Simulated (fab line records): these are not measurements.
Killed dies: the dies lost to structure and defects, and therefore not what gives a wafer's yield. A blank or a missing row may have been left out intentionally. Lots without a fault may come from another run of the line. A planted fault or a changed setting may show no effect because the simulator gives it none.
Matching of chambers :: flow nand harc :: pecvd-03 running NHARC_A_M0_DEP_32: 3 sister chambers
The step deposits SiCN, target thk 30 nm. 16 wafers are shown with their chamber, then 8 later ones without.

WAFERS PAIRED WITH THEIR CHAMBERS
wafer: L755.2
chamber: 0
heater power w (W): 570
chamber pressure Torr (Torr): 2.996

wafer: L755.4
chamber: 2
heater power w (W): 484
chamber pressure Torr (Torr): 3.010

wafer: L755.5
chamber: 0
heater power w (W): 564
chamber pressure Torr (Torr): 3.001

wafer: L758.1
chamber: 0
heater power w (W): 620
chamber pressure Torr (Torr): 3.003

wafer: L758.2
chamber: 2
heater power w (W): 444
chamber pressure Torr (Torr): 3.000

wafer: L758.3
chamber: 1
heater power w (W): 557
chamber pressure Torr (Torr): 2.998

wafer: L761.2
chamber: 1
heater power w (W): 551
chamber pressure Torr (Torr): 3.001

wafer: L761.3
chamber: 2
heater power w (W): 509
chamber pressure Torr (Torr): 3.001

wafer: L761.6
chamber: 1
heater power w (W): 567
chamber pressure Torr (Torr): 2.999

wafer: L764.1
chamber: 2
heater power w (W): 415
chamber pressure Torr (Torr): 2.998

wafer: L764.3
chamber: 1
heater power w (W): 565
chamber pressure Torr (Torr): 2.997

wafer: L764.4
chamber: 0
heater power w (W): 631
chamber pressure Torr (Torr): 2.998

wafer: L765.1
chamber: 0
heater power w (W): 543
chamber pressure Torr (Torr): 3.004

wafer: L765.2
chamber: 2
heater power w (W): 483
chamber pressure Torr (Torr): 2.999

wafer: L765.4
chamber: 1
heater power w (W): 616
chamber pressure Torr (Torr): 3.004

wafer: L767.3
chamber: 2
heater power w (W): 488
chamber pressure Torr (Torr): 2.990

SIGNATURES (means of the wafers above)
reading: heater power w
chamber 0: 585.60
chamber 1: 571.20
chamber 2: 470.50
scatter within a chamber: 33.2

reading: chamber pressure Torr
chamber 0: 3.00040
chamber 1: 2.99980
chamber 2: 2.99967
scatter within a chamber: 0.00465
Rule: a wafer's distance from a chamber is the root of the sum, over the readings, of the square of ((its reading less the chamber's mean) divided by the reading's scatter). The wafer belongs to the nearest chamber; if the next one is less than 2 further off, it can't be placed. The scatter is the square root of a quotient: the sum, over the shown wafers, of each reading's squared deviation from its chamber's mean, divided by wafers minus chambers.

WAFERS MISSING THEIR CHAMBER
wafer: L767.5
heater power w (W): 476
chamber pressure Torr (Torr): 2.989

wafer: L767.6
heater power w (W): 659
chamber pressure Torr (Torr): 2.999

wafer: L770.1
heater power w (W): 571
chamber pressure Torr (Torr): 2.986

wafer: L770.4
heater power w (W): 489
chamber pressure Torr (Torr): 3.001

wafer: L770.5
heater power w (W): 584
chamber pressure Torr (Torr): 3.003

wafer: L771.1
heater power w (W): 407
chamber pressure Torr (Torr): 2.995

wafer: L771.3
heater power w (W): 597
chamber pressure Torr (Torr): 3.000

wafer: L771.5
heater power w (W): 420
chamber pressure Torr (Torr): 3.014

WHICH CHAMBER EACH ONE RAN IN
wafer: L767.5
from the rows above: can't be placed: 2 or 1 or 0
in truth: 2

wafer: L767.6
from the rows above: can't be placed: 0 or 1
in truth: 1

wafer: L770.1
from the rows above: can't be placed: 1 or 0 or 2
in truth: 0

wafer: L770.4
from the rows above: can't be placed: 2 or 1
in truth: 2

wafer: L770.5
from the rows above: can't be placed: 0 or 1
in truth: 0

wafer: L771.1
from the rows above: 2
in truth: 2

wafer: L771.3
from the rows above: can't be placed: 0 or 1
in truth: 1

wafer: L771.5
from the rows above: 2
in truth: 2
Placed correctly: 2 of 8. Unplaceable from these rows: 6, with the true chamber sitting among the candidates in 6. Number placed wrongly: 0.
